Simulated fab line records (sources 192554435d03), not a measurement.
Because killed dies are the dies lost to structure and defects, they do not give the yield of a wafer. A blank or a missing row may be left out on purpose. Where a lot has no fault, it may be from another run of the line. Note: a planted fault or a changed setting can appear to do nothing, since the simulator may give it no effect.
Matching of chambers :: flow n5Finfet :: N5_SDB_ETCH_17 on rieDiel-05: 4 sister chambers
The step etches SiARC in CF4, target depth 23.4 nm, time 39 s. 16 wafers are shown with their chamber, then 8 later ones without.

== WAFERS PAIRED WITH THEIR CHAMBERS ==
wafer: L075.1
chamber: 2
drypumpMotorCurrentA (A): 5.9
showerheadPlenumPTorr (Torr): 2.21
throttleValvePct (%): 15.88

wafer: L075.3
chamber: 0
drypumpMotorCurrentA (A): 6.4
showerheadPlenumPTorr (Torr): 2.21
throttleValvePct (%): 15.36

wafer: L075.6
chamber: 1
drypumpMotorCurrentA (A): 5.1
showerheadPlenumPTorr (Torr): 2.14
throttleValvePct (%): 15.18

wafer: L082.1
chamber: 1
drypumpMotorCurrentA (A): 5.1
showerheadPlenumPTorr (Torr): 2.14
throttleValvePct (%): 15.19

wafer: L082.4
chamber: 2
drypumpMotorCurrentA (A): 5.9
showerheadPlenumPTorr (Torr): 2.20
throttleValvePct (%): 15.90

wafer: L082.5
chamber: 1
drypumpMotorCurrentA (A): 5.1
showerheadPlenumPTorr (Torr): 2.14
throttleValvePct (%): 15.20

wafer: L084.1
chamber: 0
drypumpMotorCurrentA (A): 6.5
showerheadPlenumPTorr (Torr): 2.21
throttleValvePct (%): 15.38

wafer: L084.3
chamber: 3
drypumpMotorCurrentA (A): 5.7
showerheadPlenumPTorr (Torr): 2.11
throttleValvePct (%): 15.96

wafer: L084.6
chamber: 3
drypumpMotorCurrentA (A): 5.7
showerheadPlenumPTorr (Torr): 2.11
throttleValvePct (%): 15.96

wafer: L086.3
chamber: 1
drypumpMotorCurrentA (A): 5.1
showerheadPlenumPTorr (Torr): 2.14
throttleValvePct (%): 15.21

wafer: L086.5
chamber: 1
drypumpMotorCurrentA (A): 5.1
showerheadPlenumPTorr (Torr): 2.14
throttleValvePct (%): 15.23

wafer: L086.6
chamber: 2
drypumpMotorCurrentA (A): 5.9
showerheadPlenumPTorr (Torr): 2.20
throttleValvePct (%): 15.90

wafer: L087.1
chamber: 0
drypumpMotorCurrentA (A): 6.5
showerheadPlenumPTorr (Torr): 2.21
throttleValvePct (%): 15.39

wafer: L087.3
chamber: 3
drypumpMotorCurrentA (A): 5.7
showerheadPlenumPTorr (Torr): 2.11
throttleValvePct (%): 15.94

wafer: L087.5
chamber: 3
drypumpMotorCurrentA (A): 5.7
showerheadPlenumPTorr (Torr): 2.11
throttleValvePct (%): 15.95

wafer: L091.3
chamber: 2
drypumpMotorCurrentA (A): 5.9
showerheadPlenumPTorr (Torr): 2.20
throttleValvePct (%): 15.91

SIGNATURES, as means of the wafers listed above
reading: drypumpMotorCurrentA
chamber 0: 6.467
chamber 1: 5.100
chamber 2: 5.900
chamber 3: 5.700
scatter within a chamber: 0.0236

reading: showerheadPlenumPTorr
chamber 0: 2.2100
chamber 1: 2.1400
chamber 2: 2.2025
chamber 3: 2.1100
scatter within a chamber: 0.0025

reading: throttleValvePct
chamber 0: 15.3767
chamber 1: 15.2020
chamber 2: 15.8975
chamber 3: 15.9525
scatter within a chamber: 0.015
Rule: a wafer's distance from a chamber is the root of the sum, over the readings, of the square of ((its reading less the chamber's mean) divided by the reading's scatter). The wafer belongs to the nearest chamber; if the next one is less than 2 further off, it can't be placed. The scatter: the root of (the sum of the squares of (reading less its chamber's mean) over the shown wafers, divided by (wafers less chambers)).

== WAFERS WITHOUT THEIR CHAMBER ==
wafer: L091.4
drypumpMotorCurrentA (A): 5.7
showerheadPlenumPTorr (Torr): 2.11
throttleValvePct (%): 15.94

wafer: L091.5
drypumpMotorCurrentA (A): 5.0
showerheadPlenumPTorr (Torr): 2.13
throttleValvePct (%): 15.23

wafer: L092.4
drypumpMotorCurrentA (A): 5.7
showerheadPlenumPTorr (Torr): 2.11
throttleValvePct (%): 15.95

wafer: L092.5
drypumpMotorCurrentA (A): 5.1
showerheadPlenumPTorr (Torr): 2.13
throttleValvePct (%): 15.23

wafer: L092.6
drypumpMotorCurrentA (A): 6.4
showerheadPlenumPTorr (Torr): 2.20
throttleValvePct (%): 15.41

wafer: L094.1
drypumpMotorCurrentA (A): 5.9
showerheadPlenumPTorr (Torr): 2.20
throttleValvePct (%): 15.92

wafer: L094.2
drypumpMotorCurrentA (A): 5.1
showerheadPlenumPTorr (Torr): 2.13
throttleValvePct (%): 15.25

wafer: L094.4
drypumpMotorCurrentA (A): 5.7
showerheadPlenumPTorr (Torr): 2.11
throttleValvePct (%): 15.97

== CHAMBER TAKEN BY EACH ==
wafer: L091.4
from the rows above: 3
in truth: 3

wafer: L091.5
from the rows above: 1
in truth: 1

wafer: L092.4
from the rows above: 3
in truth: 3

wafer: L092.5
from the rows above: 1
in truth: 1

wafer: L092.6
from the rows above: 0
in truth: 0

wafer: L094.1
from the rows above: 2
in truth: 2

wafer: L094.2
from the rows above: 1
in truth: 1

wafer: L094.4
from the rows above: 3
in truth: 3
Placed correctly: 8 of 8. From these rows, 0 cannot be placed. Wrongly placed: 0.
